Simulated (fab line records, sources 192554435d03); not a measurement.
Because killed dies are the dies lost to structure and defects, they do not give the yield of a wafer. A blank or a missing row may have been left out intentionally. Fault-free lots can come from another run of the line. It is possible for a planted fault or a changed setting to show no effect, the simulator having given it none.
A lot that was struck, set against a sound lot -- flow n5 finfet -- 34 out of 1938 route steps
Sound: these wafers, L238.2, L238.3, L238.4. Struck: wafers L234.2, L234.4, L234.6. Last of all comes the cause.
Order at every step that has rows: each side's tool, ch and its chambers, its first start. Under that, the readings that differ: sound wafers -- struck wafers -- difference of the means -- sigmas: that difference in standard deviations of wafers without a fault.
alike: readings whose means differ by less than 2 such deviations, and words and numbers that are the same on both sides. not compared: withheld readings, readings that some wafer has no value for, bounds like >300 that may hide the same value, and numbers for which the record gives no deviation and whose values overlap.
Wherever a step has rows on one side only, a row that says differs or no value, or a row with sigmas, the two part there. Non-overlapping numbers with no deviation appear without sigmas and do not part them. Lack of a reading on every wafer of one side parts them only where that side has two or more wafers.

first, 9 steps without rows for these wafers: N5_BEOL_M1_ILD_DEP_00 (deposits SiOC from DEMS/O2, target thk 79 nm, time 15.3 s); N5_BEOL_M1_PECVD_72 (deposits SiO2 from TEOS/O2, target thk 16 nm, time 18 s); N5_BEOL_M1_HM_DEP_02 (deposits TiN, target thk 20 nm); N5_BEOL_M1_COAT_61 (time 60 s, resist thk 60 nm); N5_BEOL_M1_COAT_62 (time 60 s, resist thk 12 nm); N5_BEOL_M1_COAT_73 (time 60 s, resist thk 5 nm); N5_BEOL_M1_COAT_05 (resist thk 30 nm); N5_BEOL_M1_EBR_07; N5_BEOL_M1_SOFTBAKE_06 (time 60 s).
N5_BEOL_M1_EXPOSE_08: exposes mask M1.
  sound on euv scanner-01 ch 0, day 11 15:20; struck on euv scanner-01 ch 0, day 11 19:31
  alike: mask, exposure dose mJ cm2
then, 3 steps without rows for these wafers: N5_BEOL_M1_PEB_09 (peb time 60 s); N5_BEOL_M1_DEVELOP_10 (develop time 30 s); N5_BEOL_M1_DESCUM_16 (chemistry O2, time 7 s).
N5_BEOL_M1_ETCH_74: etches underlayer in N2/H2, target depth 6.5 nm, time 5.2 s.
  sound on rie diel-02 ch 1,2,3, day 11 15:43; struck on rie diel-02 ch 1,2, day 11 20:06
reading,sound,struck,difference,sigmas
model.BEOL_M1.cd offset nm (nm),0.2 -0.2 -0.2,-0.8 -1.2 -1.2,-1.0,
  alike: drypump motor current A, etch rf on time s, oes product au, rf vpp V, showerhead plenum p Torr, throttle valve pct
  not compared: rf hours counter h
then, 5 steps without rows for these wafers: N5_BEOL_M1_ETCH_63 (etches SiARC in CF4, target depth 15.6 nm, time 26 s); N5_BEOL_M1_ETCH_64 (etches SOC in N2/H2, target depth 75 nm, overetch 15 nm, time 112.5 s); N5_BEOL_M1_STRIP_65 (strips in N2/H2); N5_BEOL_M1_STRIP_75 (strips in N2/H2); N5_BEOL_M1_STRIP_66 (strips in CF4).
N5_BEOL_M1_HM_OPEN_17: chemistry Cl2/BCl3, target TiN, target depth 20 nm, overetch 6 nm.
  sound on rie metal-03 ch 1, day 11 15:58; struck on rie metal-01 ch 0,1, day 11 20:19
reading,sound,struck,difference,sigmas
model.BEOL_M1.cd offset nm (nm),0 -0.4 -0.2,-1 -1.4 -1.4,-1,
  alike: bcl3 flow sccm, drypump motor current A, oes product au, throttle valve pct
  not compared: rf hours counter h
then, 12 steps without rows for these wafers: N5_BEOL_M1_STRIP_19 (strips in O2); N5_BEOL_M1_COAT_67 (time 60 s, resist thk 60 nm); N5_BEOL_M1_COAT_68 (time 60 s, resist thk 12 nm); N5_BEOL_M1_COAT_76 (time 60 s, resist thk 5 nm); N5_BEOL_M1_COAT_22 (resist thk 30 nm); N5_BEOL_M1_EBR_24; N5_BEOL_M1_SOFTBAKE_23 (time 60 s); N5_BEOL_M1_EXPOSE_25 (exposes mask V0, defocus 5 nm, target cd 24 nm); N5_BEOL_M1_PEB_26 (peb time 60 s); N5_BEOL_M1_DEVELOP_27 (develop time 30 s); N5_BEOL_M1_DESCUM_33 (chemistry O2, time 7 s); N5_BEOL_M1_ETCH_77 (etches underlayer in N2/H2, target depth 6.5 nm, time 5.2 s).
N5_BEOL_M4_RC_MEAS_101:
  the record has rows for the sound wafers here (prober-02 ch 0, day 14 00:24) and none for the struck ones
-- a jump in the record: the struck wafers' starts before and after are 9 days apart (it breaks off in module BEOL_M4 and resumes in module PASSIVATION, where the first step shown is number 1936 of the route) --
N5_PASSIVATION_PROBE_49:
  the record has rows for the struck wafers here (prober-01, day 20 12:19) and none for the sound ones

== WHERE THEY PART ==
First at N5_BEOL_M4_RC_MEAS_101; last, within this record, at N5_PASSIVATION_PROBE_49.

WHY: whatever the simulator had introduced
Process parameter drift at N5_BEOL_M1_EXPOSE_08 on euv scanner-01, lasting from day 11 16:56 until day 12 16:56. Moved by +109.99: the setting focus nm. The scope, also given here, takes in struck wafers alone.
